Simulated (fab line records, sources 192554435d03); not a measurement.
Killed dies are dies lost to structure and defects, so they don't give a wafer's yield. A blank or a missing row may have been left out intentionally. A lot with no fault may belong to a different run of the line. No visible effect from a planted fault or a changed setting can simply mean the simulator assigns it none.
fab line records    flow n5Finfet
record lots=7  wafers=21
route steps=1938 shown BEOL_M8@1377 BEOL_M9@1439 BEOL_M10@1470
startH: start of the lot's first displayed wafer, in hours after the record's first day    waitH: hours from the lot's prior step to this one    " identical to the entry in the row above    L1.1+2: one row covering several wafers at once    - no value present, or no start provided    * or withheld: withheld    < > ~ a bound
route shown NAME@n: a module of which the file shows steps, and the number in the route of the first    usual: mean/standard deviation of fault-free wafers    same: alike in all rows    chamber/n: place in a boat    sites: readings site by site    _std_site: the values' standard deviation    _edge_site: the outer-site mean with the inner-site mean subtracted    radiusMm: for every site, how far away it sits from the centre of the wafer    mask NAME#n: copy n    behind: the tool/chamber that last shaped the wafer    hold: the reason the lot was held/the length of the hold in hours/how it ended    device: names the non-switching transistor (n, p or np)    end of line: tests of these same wafers at the route's end    a step with no rows: only its recipe    killed: the dies lost at the first sort to structure and to defects; this is not the yield of the wafer    map: a wafer's dies, x killed, . not, _ none there
set.NAME: setting as actually run; set.NAME@STEP: the setting as run at that earlier step    model.NAME: the simulator's own value behind a step, which no gauge read
lots whose settings were changed on purpose; a table a step, a row a wafer
## steps
# step N5_BEOL_M8_TRENCH_ETCH_37
# recipe chemistry=C4F6/O2  targetDepthA=934.78  target=SiCOH_lowk  timeS=31.2  ionEnergyEv=250  pressureMtorr=30  sourceW=345  biasW=185  Ar_flow_sccm=300  C4F6_flow_sccm=10  O2_flow_sccm=10
lot.wafer  tool        chamber  startH  waitH  set.timeS  model.etch.depthNm  model.BEOL_M8.featureDepthNm
L074.1     rieDiel-04  0        -       -      31.2       91.79               91.8
L074.3     "           2        "       "      31.2       95.93               96
L074.4     "           3        "       "      31.2       93.41               93.4
L079.1     rieDiel-04  2        -       -      27.12      84.05               84
L079.2     "           0        "       "      27.12      79.3                79.2
L079.5     "           0        "       "      31.2       90.74               90.8
L084.3     rieDiel-03  3        -       -      31.2       94.76               94.8
L084.4     "           2        "       "      31.2       96.72               96.8
L084.6     "           0        "       "      31.2       93.97               94
L087.2     rieDiel-03  0        -       -      31.2       95.27               95.2
L087.4     "           2        "       "      31.2       95.69               95.6
L087.6     "           1        "       "      31.2       96.18               96.2
L088.2     rieDiel-01  2        -       -      31.2       91.64               91.6
L088.5     "           2        "       "      31.2       91.58               91.6
L088.6     "           1        "       "      33.97      102.4               102.4
L089.1     rieDiel-03  3        -       -      31.2       93.66               93.6
L089.2     "           1        "       "      31.2       95.7                95.8
L089.6     "           2        "       "      31.2       95.44               95.4
L091.3     rieDiel-03  1        -       -      31.2       96.58               96.6
L091.4     "           0        "       "      31.2       94.38               94.4
L091.6     "           2        "       "      31.2       95.65               95.6
# step N5_BEOL_M8_ETCH_41
# recipe chemistry=CH3F/O2  target=SiCN  targetDepthA=319  taperDeg=2  timeS=57.8  ionEnergyEv=120  maskMaterial=TiN  pressureMtorr=30  sourceW=395  biasW=75  Ar_flow_sccm=150  CH3F_flow_sccm=30  O2_flow_sccm=20
# step N5_BEOL_M8_STRIP_80
# recipe chemistry=N2/H2  timeS=10  powerW=450  tempC=40  pressureMtorr=20  rfFrequencyHz=6e+07  biasPowerW=7  n2FlowSccm=200  h2FlowSccm=200
# step N5_BEOL_M8_OCD_MEAS_38
# usual trenchDepthNm=93.5/2.2
lot.wafer  tool    chamber  startH  waitH  set.timeS@BEOL_M8_TRENCH_ETCH_37  trenchDepthNm
L074.1     ocd-02  -        209.01  -      31.2                              92.0
L074.3     "       -        "       "      31.2                              95.8
L074.4     "       -        "       "      31.2                              93.2
L079.1     ocd-02  -        234.60  -      27.12                             83.8
L079.2     "       -        "       "      27.12                             79.1
L079.5     "       -        "       "      31.2                              90.9
L084.3     ocd-02  -        276.38  -      31.2                              94.4
L084.4     "       -        "       "      31.2                              96.6
L084.6     "       -        "       "      31.2                              93.7
L087.2     ocd-02  -        318.84  -      31.2                              95.3
L087.4     "       -        "       "      31.2                              95.7
L087.6     "       -        "       "      31.2                              96.2
L088.2     ocd-01  -        321.67  -      31.2                              91.9
L088.5     "       -        "       "      31.2                              91.4
L088.6     "       -        "       "      33.97                             102.3
L089.1     ocd-02  -        325.36  -      31.2                              93.3
L089.2     "       -        "       "      31.2                              95.6
L089.6     "       -        "       "      31.2                              95.8
L091.3     ocd-01  -        328.28  -      31.2                              96.6
L091.4     "       -        "       "      31.2                              94.1
L091.6     "       -        "       "      31.2                              95.6
# step N5_BEOL_M9_ETCH_65
# recipe chemistry=CF4  target=SiARC  targetDepthA=156  maskMaterial=CAR-EUV  timeS=26  ionEnergyEv=80  pressureMtorr=40  sourceW=545  biasW=36  Ar_flow_sccm=100  cf4FlowSccm=100  ends=cleared
# usual rfVppV=183.9/1.1
lot.wafer  tool        chamber  startH  waitH  set.biasW  rfVppV
L074.1     rieDiel-06  3        215.37  0.0    38.27      190.2
L074.3     "           0        "       "      38.27      192.3
L074.4     "           1        "       "      38.27      190.4
L079.1     rieDiel-02  0        247.44  0.0    39.1       194.5
L079.2     "           3        "       "      36         182.4
L079.5     "           1        "       "      39.1       194.6
L084.3     rieDiel-05  0        283.70  0.0    36         185.0
L084.4     "           3        "       "      39.07      192.1
L084.6     "           0        "       "      36         184.5
L088.2     rieDiel-02  3        327.65  0.0    31.49      169.8
L088.5     "           3        "       "      36         184.3
L088.6     "           0        "       "      31.49      169.4
L087.2     rieDiel-06  0        327.82  0.0    36         182.2
L087.4     "           3        "       "      36         184.2
L087.6     "           3        "       "      36         184.5
L089.1     rieDiel-05  3        333.22  0.0    36         182.1
L089.2     "           1        "       "      36         183.6
L089.6     "           2        "       "      42.24      204.8
L091.3     rieDiel-06  2        334.06  0.0    42.2       206.0
L091.4     "           3        "       "      42.2       204.6
L091.6     "           0        "       "      36         184.7
# step N5_BEOL_M9_TRENCH_ETCH_37
# recipe chemistry=C4F6/O2  targetDepthA=1514.3  target=SiCOH_lowk  timeS=49  ionEnergyEv=250  pressureMtorr=30  sourceW=345  biasW=185  Ar_flow_sccm=300  C4F6_flow_sccm=10  O2_flow_sccm=10
lot.wafer  tool        chamber  startH  waitH  set.timeS  model.BEOL_M9.featureDepthNm  model.etch.depthNm  model.TiN_of_BEOL_M9_HM_DEP_02.thkNm
L074.1     rieDiel-06  3        -       -      49         155.4                         155.4               15.6
L074.3     "           0        "       "      49         155.2                         155.2               16
L074.4     "           1        "       "      49         150.4                         150.4               15.6
L079.1     rieDiel-02  0        -       -      41.63      127                           127                 16.4
L079.2     "           3        "       "      49         148.6                         148.6               16
L079.5     "           1        "       "      41.63      123.2                         123.2               16.6
L084.3     rieDiel-05  0        -       -      49         152.2                         152.1               15.6
L084.4     "           3        "       "      49         150.6                         150.6               15.8
L084.6     "           0        "       "      49         152.2                         152.2               16
L088.2     rieDiel-02  3        -       -      49         146.6                         146.7               16
L088.5     "           3        "       "      49         148                           148.1               16
L088.6     "           0        "       "      57.41      180                           180.1               15
L087.2     rieDiel-06  0        -       -      49         155                           155.1               15.6
L087.4     "           3        "       "      49         153.2                         153.3               15.6
L087.6     "           3        "       "      49         153.8                         153.9               15.8
L089.1     rieDiel-05  3        -       -      43.95      133.4                         133.3               16.2
L089.2     "           1        "       "      43.95      128.4                         128.4               16
L089.6     "           2        "       "      49         152.2                         152.3               15.6
L091.3     rieDiel-06  2        -       -      49         156                           156.1               15.4
L091.4     "           3        "       "      49         152.4                         152.4               15.8
L091.6     "           0        "       "      58.18      182.8                         182.7               14.8
# step N5_BEOL_M9_ETCH_41
# recipe chemistry=CH3F/O2  target=SiCN  targetDepthA=366  taperDeg=2  timeS=70.1  ionEnergyEv=120  maskMaterial=TiN  pressureMtorr=30  sourceW=395  biasW=75  Ar_flow_sccm=150  CH3F_flow_sccm=30  O2_flow_sccm=20
# step N5_BEOL_M9_STRIP_80
# recipe chemistry=N2/H2  timeS=10  powerW=450  tempC=40  pressureMtorr=20  rfFrequencyHz=6e+07  biasPowerW=7  n2FlowSccm=200  h2FlowSccm=200
# step N5_BEOL_M9_OCD_MEAS_38
# usual trenchDepthNm=151/3.8
lot.wafer  tool    chamber  startH  waitH  set.timeS@BEOL_M9_TRENCH_ETCH_37  trenchDepthNm
L074.1     ocd-02  -        215.78  -      49                                155
L074.3     "       -        "       "      49                                155
L074.4     "       -        "       "      49                                151
L079.1     ocd-02  -        247.84  -      41.63                             127
L079.2     "       -        "       "      49                                148
L079.5     "       -        "       "      41.63                             123
L084.3     ocd-02  -        284.11  -      49                                153
L084.4     "       -        "       "      49                                151
L084.6     "       -        "       "      49                                153
L088.2     ocd-01  -        328.06  -      49                                147
L088.5     "       -        "       "      49                                148
L088.6     "       -        "       "      57.41                             180
L087.2     ocd-02  -        328.23  -      49                                155
L087.4     "       -        "       "      49                                153
L087.6     "       -        "       "      49                                154
L089.1     ocd-02  -        333.62  -      43.95                             133
L089.2     "       -        "       "      43.95                             128
L089.6     "       -        "       "      49                                153
L091.3     ocd-02  -        334.47  -      49                                156
L091.4     "       -        "       "      49                                152
L091.6     "       -        "       "      58.18                             183
# step N5_BEOL_M9_HM_STRIP_39
# recipe chemistry=peroxideTinStrip  material=TiN  targetDepthA=250  tempC=50  timeS=158
# step N5_BEOL_M9_SRD_40
# recipe timeS=30  tempC=23  rinseLiquid=diw  dry=ipaMarangoni
# step N5_BEOL_M9_ECD_50
# recipe material=Cu  targetThkA=3180
# step N5_BEOL_M9_ANNEAL_51
# recipe tempC=225  timeS=90  ambient=N2
# step N5_BEOL_M9_CMP_52
# recipe stopOn=SiCOH_lowk  tOverpolishS=7  downForcePsi=1  platenRpm=50  clearingPlatenDownForcePsi=1.5  clearingPlatenRpm=50  postCmpClean=cuAlkaline  targetThkNm=140  clearingPlatenPadVelocityMS=0.99484  padVelocityMS=0.99484
lot.wafer  tool    chamber  startH  waitH  set.timeS@BEOL_M9_TRENCH_ETCH_37  model.Cu_of_BEOL_M9_ECD_50.thkNm
L074.4     cmp-04  2        218.74  0.2    49                                139.6
L074.3+1   "       3,0      "       "      49                                145.4
L079.1     cmp-01  0        249.87  0.3    41.63                             114
L079.2     "       1        "       "      49                                138.8
L079.5     "       3        "       "      41.63                             112
L084.3     cmp-04  3        287.98  0.2    49                                140
L084.4     "       1        "       "      49                                138.2
L084.6     "       3        "       "      49                                141.2
L088.2     cmp-04  2        329.99  0.3    49                                135.4
L088.5     "       0        "       "      49                                138.2
L088.6     "       1        "       "      57.41                             169
L087.4     cmp-04  1        330.96  0.1    49                                142.2
L087.2     "       0        "       "      49                                144.4
L087.6     "       1        "       "      49                                142.8
L089.1     cmp-04  2        335.57  0.3    43.95                             122.4
L089.2     "       0        "       "      43.95                             119.8
L089.6     "       2        "       "      49                                143
L091.3     cmp-01  0        336.59  0.2    49                                142
L091.4     "       3        "       "      49                                139.6
L091.6     "       0        "       "      58.18                             170.2
# step N5_BEOL_M9_THK_MEAS_53
# recipe thkMeasGauge=xrf  reads=Cu_of_BEOL_M9_ECD_50
# usual M9_THK=142/4.3
lot.wafer  tool          chamber  startH  waitH  set.timeS@BEOL_M9_TRENCH_ETCH_37  M9_THK[nm]
L074.1     filmMetro-02  -        219.00  -      49                                147
L074.3     "             -        "       "      49                                148
L074.4     "             -        "       "      49                                141
L079.1     filmMetro-01  -        250.09  -      41.63                             114
L079.2     "             -        "       "      49                                139
L079.5     "             -        "       "      41.63                             113
L084.3     filmMetro-02  -        288.23  -      49                                143
L084.4     "             -        "       "      49                                141
L084.6     "             -        "       "      49                                145
L088.2     filmMetro-02  -        330.22  -      49                                138
L088.5     "             -        "       "      49                                141
L088.6     "             -        "       "      57.41                             172
L087.2     filmMetro-01  -        331.25  -      49                                145
L087.4     "             -        "       "      49                                142
L087.6     "             -        "       "      49                                144
L089.1     filmMetro-02  -        335.87  -      43.95                             125
L089.2     "             -        "       "      43.95                             123
L089.6     "             -        "       "      49                                147
L091.3     filmMetro-01  -        336.89  -      49                                144
L091.4     "             -        "       "      49                                142
L091.6     "             -        "       "      58.18                             172
# step N5_BEOL_M9_PRE_CLEAN_55
# recipe gas=NH3  timeS=15  tempC=withheld  rfPowerW=300
# step N5_BEOL_M9_DEP_56
# recipe material=SiCN  targetThkA=150  tempC=withheld  precursor=3MS/NH3  pressureTorr=3  rfW=202  timeS=26.5
# step N5_BEOL_M9_RS_MEAS_57
# recipe thkMeasGauge=four-point-probe  reads=Cu_of_BEOL_M9_ECD_50+Co_of_BEOL_M9_CVD_78+TaN_of_BEOL_M9_ALD_74
# usual M9_RS=0.151/0.0048
lot.wafer  tool          chamber  startH  waitH  set.timeS@BEOL_M9_TRENCH_ETCH_37  M9_RS[ohm/sq]
L074.1     filmMetro-01  -        219.13  0.1    49                                0.145
L074.3     "             -        "       "      49                                0.145
L074.4     "             -        "       "      49                                0.151
L079.1     filmMetro-02  -        250.23  0.1    41.63                             0.190
L079.2     "             -        "       "      49                                0.153
L079.5     "             -        "       "      41.63                             0.194
L084.3     filmMetro-01  -        288.37  0.1    49                                0.151
L084.4     "             -        "       "      49                                0.153
L084.6     "             -        "       "      49                                0.149
L088.2     filmMetro-01  -        330.35  0.1    49                                0.156
L088.5     "             -        "       "      49                                0.153
L088.6     "             -        "       "      57.41                             0.123
L087.2     filmMetro-02  -        331.39  0.1    49                                0.146
L087.4     "             -        "       "      49                                0.149
L087.6     "             -        "       "      49                                0.148
L089.1     filmMetro-01  -        336.03  0.1    43.95                             0.175
L089.2     "             -        "       "      43.95                             0.179
L089.6     "             -        "       "      49                                0.147
L091.3     filmMetro-01  -        337.02  0.1    49                                0.148
L091.4     "             -        "       "      49                                0.151
L091.6     "             -        "       "      58.18                             0.122
# step N5_BEOL_M10_ILD_DEP_00
# recipe material=SiCOH_lowk  targetThkA=3085.1  tempC=300  precursor=DEMS/porogen  pressureTorr=5  rfW=500  timeS=58
lot.wafer  tool      chamber  startH  waitH  set.timeS  model.SiCOH_lowk_of_BEOL_M10_ILD_DEP_00.thkNm
L074.1     pecvd-02  1        219.20  0.0    55.5       292
L074.3     "         1        "       "      58         307.4
L074.4     "         0        "       "      55.5       297.8
L079.1     pecvd-03  2        250.29  0.0    50.78      271.4
L079.2     "         0        "       "      58         305.8
L079.5     "         0        "       "      58         305
L084.3     pecvd-03  1        288.43  0.0    52.78      282.6
L084.4     "         0        "       "      58         311.6
L084.6     "         2        "       "      52.78      281
L088.2     pecvd-03  2        330.41  0.0    58         302.4
L088.5     "         1        "       "      58         307.8
L088.6     "         2        "       "      58         306.2
L087.2     pecvd-03  0        331.45  0.0    58         305.4
L087.4     "         1        "       "      58         307.6
L087.6     "         0        "       "      58         309.4
L089.1     pecvd-01  2        336.10  0.0    58         294.8
L089.2     "         1        "       "      58         306
L089.6     "         1        "       "      58         309.2
L091.3     pecvd-02  1        337.08  0.0    58         308.8
L091.4     "         1        "       "      49.85      263.6
L091.6     "         0        "       "      58         314.6
# step N5_BEOL_M10_CURE_71
# recipe tempC=385  timeS=240  ambient=He/Ar  material=SiCOH_lowk
lot.wafer  tool       chamber  startH  waitH  set.timeS@BEOL_M10_ILD_DEP_00  model.SiCOH_lowk_of_BEOL_M10_ILD_DEP_00.thkNm
L074.1     uvCure-01  2        219.30  0.1    55.5                           253.4
L074.3     "          2        "       "      58                             267.2
L074.4     "          2        "       "      55.5                           258.6
L079.1     uvCure-03  1        250.52  0.2    50.78                          235.4
L079.2     "          1        "       "      58                             265.6
L079.5     "          1        "       "      58                             265
L084.3     uvCure-01  2        288.78  0.3    52.78                          245
L084.4     "          2        "       "      58                             270.8
L084.6     "          2        "       "      52.78                          243.6
L088.2     uvCure-01  1        330.57  0.1    58                             262.6
L088.5     "          1        "       "      58                             267.2
L088.6     "          1        "       "      58                             266
L087.2     uvCure-01  1        331.61  0.1    58                             265.2
L087.4     "          1        "       "      58                             267.2
L087.6     "          1        "       "      58                             268.8
L089.1     uvCure-03  1        336.18  0.0    58                             256
L089.2     "          1        "       "      58                             265.6
L089.6     "          1        "       "      58                             268.6
L091.3     uvCure-02  0        337.32  0.2    58                             268.2
L091.4     "          0        "       "      49.85                          228.4
L091.6     "          0        "       "      58                             273.4
# step N5_BEOL_M10_THK_MEAS_01
# recipe reads=SiCOH_lowk_of_BEOL_M10_ILD_DEP_00
# usual M10_ILD_THK=267/3.2
lot.wafer  tool          chamber  startH  waitH  set.timeS@BEOL_M10_ILD_DEP_00  M10_ILD_THK[nm]
L074.1     filmMetro-01  -        219.81  0.4    55.5                           253
L074.3     "             -        "       "      58                             267
L074.4     "             -        "       "      55.5                           259
L079.1     filmMetro-02  -        251.03  0.4    50.78                          235
L079.2     "             -        "       "      58                             266
L079.5     "             -        "       "      58                             265
L084.3     filmMetro-02  -        289.13  0.3    52.78                          245
L084.4     "             -        "       "      58                             271
L084.6     "             -        "       "      52.78                          244
L088.2     filmMetro-01  -        331.00  0.4    58                             263
L088.5     "             -        "       "      58                             267
L088.6     "             -        "       "      58                             266
L087.2     filmMetro-02  -        332.04  0.4    58                             265
L087.4     "             -        "       "      58                             267
L087.6     "             -        "       "      58                             269
L089.1     filmMetro-02  -        336.69  0.4    58                             256
L089.2     "             -        "       "      58                             266
L089.6     "             -        "       "      58                             269
L091.3     filmMetro-02  -        337.68  0.3    58                             268
L091.4     "             -        "       "      49.85                          229
L091.6     "             -        "       "      58                             273
# step N5_BEOL_M10_COAT_60
# recipe resist=SiARC  tempC=220  timeS=60  spinRpm=1500  resistThkNm=30
lot.wafer   tool           chamber  startH  waitH  set.spinRpm  model.SiARC_of_BEOL_M10_COAT_60.thkNm
L074.1+3    lithoTrack-01  0        -       -      1655         28.6
L074.4      "              0        "       "      1500         30
L079.1+2+5  lithoTrack-03  0        -       -      1544         29.6
L084.3+6    lithoTrack-01  0        -       -      1500         30
L084.4      "              0        "       "      1500         30.2
L088.2+5    lithoTrack-01  0        -       -      1392         31.2
L088.6      "              0        "       "      1500         29.8
L087.2+4+6  lithoTrack-03  0        -       -      1500         30
L089.1      lithoTrack-01  0        -       -      1391         31
L089.2+6    "              0        "       "      1500         30
L091.3+6    lithoTrack-03  0        -       -      1500         30
L091.4      "              0        "       "      1562         29.4
# step N5_BEOL_M10_COAT_05
# recipe resist=CAR-ArF  spinRpm=1500  resistThkNm=90
# step N5_BEOL_M10_EBR_07
# recipe solvent=PGMEA  ebrWidthMm=1.5
# step N5_BEOL_M10_DESCUM_16
# recipe chemistry=O2  timeS=7.9  sourcePowerW=50  biasPowerW=20  pressureMtorr=20  rfFrequencyHz=2.712e+07  tempC=40  resist=CAR-ArF  o2FlowSccm=225
# step N5_BEOL_M10_ETCH_61
# recipe chemistry=CF4  target=SiARC  targetDepthA=390  maskMaterial=CAR-ArF  timeS=65  ionEnergyEv=80  pressureMtorr=40  sourceW=545  biasW=36  Ar_flow_sccm=100  cf4FlowSccm=100  ends=cleared
lot.wafer  tool        chamber  startH  waitH  set.spinRpm@BEOL_M10_COAT_60  model.CAR-ArF_of_BEOL_M10_COAT_05.thkNm  model.etch.depthNm
L074.1     rieDiel-03  0        221.47  0.0    1655                          57                                       28.69
L074.3     "           3        "       "      1655                          56.8                                     28.62
L074.4     "           2        "       "      1500                          55.8                                     30.05
L079.1     rieDiel-04  3        254.79  0.0    1544                          55.8                                     29.6
L079.2     "           2        "       "      1544                          56                                       29.7
L079.5     "           1        "       "      1544                          56                                       29.63
L084.3     rieDiel-01  2        291.67  0.0    1500                          55.6                                     30.07
L084.4     "           0        "       "      1500                          55.2                                     30.18
L084.6     "           3        "       "      1500                          55.2                                     30.1
L088.2     rieDiel-01  3        332.36  0.0    1392                          54.4                                     31.13
L088.5     "           1        "       "      1392                          54.6                                     31.1
L088.6     "           2        "       "      1500                          56                                       29.89
L087.2     rieDiel-04  3        333.07  0.0    1500                          55.4                                     29.93
L087.4+6   "           2,0      "       "      1500                          55.2                                     30.01
L089.1     rieDiel-04  1        337.77  0.0    1391                          54.8                                     31.05
L089.2     "           3        "       "      1500                          55.4                                     30
L089.6     "           1        "       "      1500                          55.6                                     30.07
L091.3     rieDiel-01  2        339.66  0.0    1500                          55.6                                     30.09
L091.4     "           3        "       "      1562                          56                                       29.46
L091.6     "           0        "       "      1500                          55.4                                     30.03
# step N5_BEOL_M10_ETCH_62
# recipe chemistry=N2/H2  target=SOC  targetDepthA=1100  overetchA=220  maskMaterial=SiARC  tempC=40  timeS=165  ionEnergyEv=200  pressureMtorr=30  sourceW=840  biasW=150  n2FlowSccm=200  h2FlowSccm=200
lot.wafer  tool        chamber  startH  waitH  set.spinRpm@BEOL_M10_COAT_60  model.SiARC_of_BEOL_M10_COAT_60.thkNm
L074.1+3   rieDiel-03  0,3      221.52  0.0    1655                          22.2
L074.4     "           2        "       "      1500                          23.4
L079.1     rieDiel-04  3        254.84  0.0    1544                          23.2
L079.2+5   "           2,1      "       "      1544                          23
L084.3+6   rieDiel-01  2,3      291.72  0.0    1500                          23.8
L084.4     "           0        "       "      1500                          24.2
L088.2     rieDiel-01  3        332.41  0.0    1392                          24.8
L088.5     "           1        "       "      1392                          24.4
L088.6     "           2        "       "      1500                          23.6
L087.2     rieDiel-04  3        333.12  0.0    1500                          23.6
L087.4     "           2        "       "      1500                          23.4
L087.6     "           0        "       "      1500                          24
L089.1     rieDiel-04  1        337.82  0.0    1391                          24.2
L089.2     "           3        "       "      1500                          23.6
L089.6     "           1        "       "      1500                          23.4
L091.3     rieDiel-01  2        339.71  0.0    1500                          23.8
L091.4     "           3        "       "      1562                          23.2
L091.6     "           0        "       "      1500                          23.6
## key
split step=N5_BEOL_M8_TRENCH_ETCH_37  setting=timeS  stated=31.2  by=wafer
response step=N5_BEOL_M8_TRENCH_ETCH_37  reading=model.etch.depthNm  change=+0.857  per=1%  r=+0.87
response step=N5_BEOL_M8_TRENCH_ETCH_37  reading=model.BEOL_M8.featureDepthNm  change=+0.865  per=1%  r=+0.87
response step=N5_BEOL_M8_OCD_MEAS_38  reading=trenchDepthNm  change=+0.87  per=1%  r=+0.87
split step=N5_BEOL_M9_ETCH_65  setting=biasW  stated=36  by=wafer
response step=N5_BEOL_M9_ETCH_65  reading=rfVppV  change=+1.21  per=1%  r=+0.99
split step=N5_BEOL_M9_TRENCH_ETCH_37  setting=timeS  stated=49  by=wafer
response step=N5_BEOL_M9_TRENCH_ETCH_37  reading=model.BEOL_M9.featureDepthNm  change=+1.71  per=1%  r=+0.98
response step=N5_BEOL_M9_TRENCH_ETCH_37  reading=model.etch.depthNm  change=+1.71  per=1%  r=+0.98
response step=N5_BEOL_M9_TRENCH_ETCH_37  reading=model.TiN_of_BEOL_M9_HM_DEP_02.thkNm  change=-0.0458  per=1%  r=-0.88
response step=N5_BEOL_M9_OCD_MEAS_38  reading=trenchDepthNm  change=+1.71  per=1%  r=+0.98
response step=N5_BEOL_M9_CMP_52  reading=model.Cu_of_BEOL_M9_ECD_50.thkNm  change=+1.76  per=1%  r=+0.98
response step=N5_BEOL_M9_THK_MEAS_53  reading=M9_THK  change=+1.76  per=1%  r=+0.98
response step=N5_BEOL_M9_RS_MEAS_57  reading=M9_RS  change=-0.00201  per=1%  r=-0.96
split step=N5_BEOL_M10_ILD_DEP_00  setting=timeS  stated=58  by=wafer
response step=N5_BEOL_M10_ILD_DEP_00  reading=model.SiCOH_lowk_of_BEOL_M10_ILD_DEP_00.thkNm  change=+3.14  per=1%  r=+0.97
response step=N5_BEOL_M10_CURE_71  reading=model.SiCOH_lowk_of_BEOL_M10_ILD_DEP_00.thkNm  change=+2.78  per=1%  r=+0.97
response step=N5_BEOL_M10_THK_MEAS_01  reading=M10_ILD_THK  change=+2.76  per=1%  r=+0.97
split step=N5_BEOL_M10_COAT_60  setting=spinRpm  stated=1500  by=wafer
response step=N5_BEOL_M10_COAT_60  reading=model.SiARC_of_BEOL_M10_COAT_60.thkNm  change=-0.15  per=1%  r=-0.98
response step=N5_BEOL_M10_ETCH_61  reading=model.CAR-ArF_of_BEOL_M10_COAT_05.thkNm  change=+0.128  per=1%  r=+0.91
response step=N5_BEOL_M10_ETCH_61  reading=model.etch.depthNm  change=-0.145  per=1%  r=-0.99
response step=N5_BEOL_M10_ETCH_62  reading=model.SiARC_of_BEOL_M10_COAT_60.thkNm  change=-0.117  per=1%  r=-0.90
